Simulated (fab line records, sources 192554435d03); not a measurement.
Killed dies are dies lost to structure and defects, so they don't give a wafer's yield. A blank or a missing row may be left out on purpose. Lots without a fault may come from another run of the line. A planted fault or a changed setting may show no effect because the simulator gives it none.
Which tool did it? | flow n5_finfet | 11 lots, 32 wafers sampled, at 3 steps of a route of 1938

WHAT THE GAUGES READ, wafer by wafer
N5_BEOL_M15_CD_MEAS_28: target cd 407.6 nm. Usual: cd_nm 407.7 nm, standard deviation 1.4.
lot  | measured     | on        | cd_nm (nm)        | flag
L912 | day 11 19:11 | cd_sem-01 | 408.1 407.3 408.0 |
L913 | day 12 11:29 | cd_sem-03 | 404.6 405.4 404.6 |
L914 | day 12 23:53 | cd_sem-01 | 408.4 408.7 408.6 |
L915 | day 13 01:53 | cd_sem-03 | 409.1 408.7 408.6 |
L919 | day 13 16:20 | cd_sem-02 | 406.7 407.3 406.3 |
L917 | day 13 20:04 | cd_sem-03 | 408.7 409.5 410.1 |
L924 | day 15 02:19 | cd_sem-03 | 406.6 406.4       |
L926 | day 16 03:23 | cd_sem-01 | 405.7 405.0 405.4 |
L929 | day 17 03:05 | cd_sem-03 | 405.5 407.4 407.6 |
L932 | day 17 03:23 | cd_sem-02 | 409.1 408.3 409.2 |
L931 | day 17 12:18 | cd_sem-03 | 407.4 406.8 408.2 |

WHICH TOOL RAN EACH LOT (tool, then ch and the chambers of the sampled wafers, then the start)
lot  | N5_BEOL_M15_STRIP_63                          | N5_BEOL_M15_ETCH_57
L912 | rie_diel-02 ch 0,3, day 11 18:17 or earlier   | rie_diel-06 ch 1,3, day 11 18:17
L913 | rie_diel-02 ch 0,1,2, day 12 10:43 or earlier | rie_diel-02 ch 2,3, day 12 10:43
L914 | rie_diel-02 ch 0,1, day 12 22:59 or earlier   | rie_diel-02 ch 1,2,3, day 12 22:59
L915 | rie_diel-02 ch 0,1,3, day 13 01:06 or earlier | rie_diel-02 ch 0,1, day 13 01:06
L919 | rie_diel-02 ch 1,2,3, day 13 15:26 or earlier | rie_diel-06 ch 0,1, day 13 15:26
L917 | rie_diel-06 ch 0,1,3, day 13 19:17 or earlier | rie_diel-02 ch 1,2, day 13 19:17
L924 | rie_diel-01 ch 1,2, day 15 01:32 or earlier   | rie_diel-02 ch 0,2, day 15 01:32
L926 | rie_diel-01 ch 0,1, day 16 02:30 or earlier   | rie_diel-06 ch 0,3, day 16 02:30
L929 | rie_diel-06 ch 0,1,2, day 17 02:11 or earlier | rie_diel-06 ch 1,3, day 17 02:11
L932 | rie_diel-06 ch 0,1,2, day 17 02:29 or earlier | rie_diel-01 ch 0,2,3, day 17 02:29
L931 | rie_diel-02 ch 1,2,3, day 17 11:24 or earlier | rie_diel-06 ch 1,2,3, day 17 11:24
- N5_BEOL_M15_STRIP_63: strips in O2.
- N5_BEOL_M15_ETCH_57: etches SOC in N2/H2, time 750 s.

WHAT THE TOOLS THEMSELVES READ (means of the sampled wafers that have a number; where no wafer has one, the mark that the record gives instead)
N5_BEOL_M15_STRIP_63. Usual: drypump_motor_current_A 5.50 A, standard deviation 0.25; oes_product_au 0.82 a.u., standard deviation 0.09; rf_vpp_V 3.7 V, standard deviation 0.68; showerhead_plenum_p_Torr 2.10 Torr, standard deviation 0.068; throttle_valve_pct 16.60 %, standard deviation 0.22.
lot  | tool        | drypump_motor_current_A (A) | oes_product_au (a.u.) | rf_vpp_V (V) | showerhead_plenum_p_Torr (Torr) | throttle_valve_pct (%) | flag
L912 | rie_diel-02 | 5.24                        | 0.80                  | 3.5          | 2.05                            | 16.65                  |
L913 | rie_diel-02 | 5.52                        | 0.85                  | 3.0          | 2.10                            | 16.48                  |
L914 | rie_diel-02 | 5.49                        | 0.83                  | 3.8          | 2.07                            | 16.60                  |
L915 | rie_diel-02 | 5.38                        | 0.81                  | 3.3          | 2.06                            | 16.63                  |
L919 | rie_diel-02 | 5.61                        | 0.77                  | 4.7          | 2.04                            | 16.61                  |
L917 | rie_diel-06 | 5.66                        | 0.80                  | 3.3          | 2.11                            | 16.57                  |
L924 | rie_diel-01 | 5.62                        | 0.92                  | 3.9          | 2.15                            | 16.53                  |
L926 | rie_diel-01 | 5.42                        | 0.77                  | 3.5          | 2.05                            | 16.70                  |
L929 | rie_diel-06 | 5.52                        | 0.84                  | 3.4          | 2.08                            | 16.51                  |
L932 | rie_diel-06 | 5.48                        | 0.84                  | 3.2          | 2.08                            | 16.53                  |
L931 | rie_diel-02 | 5.61                        | 0.75                  | 4.0          | 2.03                            | 16.66                  |

N5_BEOL_M15_ETCH_57. Usual: drypump_motor_current_A 5.54 A, standard deviation 0.27; oes_product_au 0.81 a.u., standard deviation 0.087; rf_vpp_V 523.9 V, standard deviation 2.4; showerhead_plenum_p_Torr 2.54 Torr, standard deviation 0.082; throttle_valve_pct 17.65 %, standard deviation 0.22.
lot  | tool        | drypump_motor_current_A (A) | oes_product_au (a.u.) | rf_vpp_V (V) | showerhead_plenum_p_Torr (Torr) | throttle_valve_pct (%) | flag
L912 | rie_diel-06 | 5.72                        | 0.78                  | 527.0        | 2.61                            | 17.53                  |
L913 | rie_diel-02 | 5.48                        | 0.76                  | 521.8        | 2.47                            | 17.65                  |
L914 | rie_diel-02 | 5.62                        | 0.77                  | 521.9        | 2.48                            | 17.64                  |
L915 | rie_diel-02 | 5.49                        | 0.83                  | 522.5        | 2.51                            | 17.70                  |
L919 | rie_diel-06 | 5.61                        | 0.86                  | 522.9        | 2.51                            | 17.72                  |
L917 | rie_diel-02 | 5.73                        | 0.79                  | 522.4        | 2.49                            | 17.62                  |
L924 | rie_diel-02 | 5.48                        | 0.98                  | 525.5        | 2.58                            | 17.47                  |
L926 | rie_diel-06 | 5.85                        | 0.83                  | 524.5        | 2.61                            | 17.48                  |
L929 | rie_diel-06 | 5.70                        | 0.86                  | 525.9        | 2.60                            | 17.44                  |
L932 | rie_diel-01 | 5.45                        | 0.80                  | 522.7        | 2.51                            | 17.88                  |
L931 | rie_diel-06 | 5.55                        | 0.80                  | 525.7        | 2.59                            | 17.61                  |

THE ANSWER, worked out from the rows above alone
Rule: a lot is off if the mean of its wafers that have a number lies more than 3 standard deviations from the usual mean. A lot without any number at a reading at which 4 lots or more have one is off too. The other lots that the step has rows for count as sound. The gauges are gone through in route order, then the tools' own readings, and for those a lot's mean is taken as printed above. The first step at which some lot is off is used, and at that step the reading that is off furthest; a lot without a number counts as furthest.
No lot is off at any reading shown: from this, nothing can be told.

WHAT THE SIMULATOR HAD PUT IN
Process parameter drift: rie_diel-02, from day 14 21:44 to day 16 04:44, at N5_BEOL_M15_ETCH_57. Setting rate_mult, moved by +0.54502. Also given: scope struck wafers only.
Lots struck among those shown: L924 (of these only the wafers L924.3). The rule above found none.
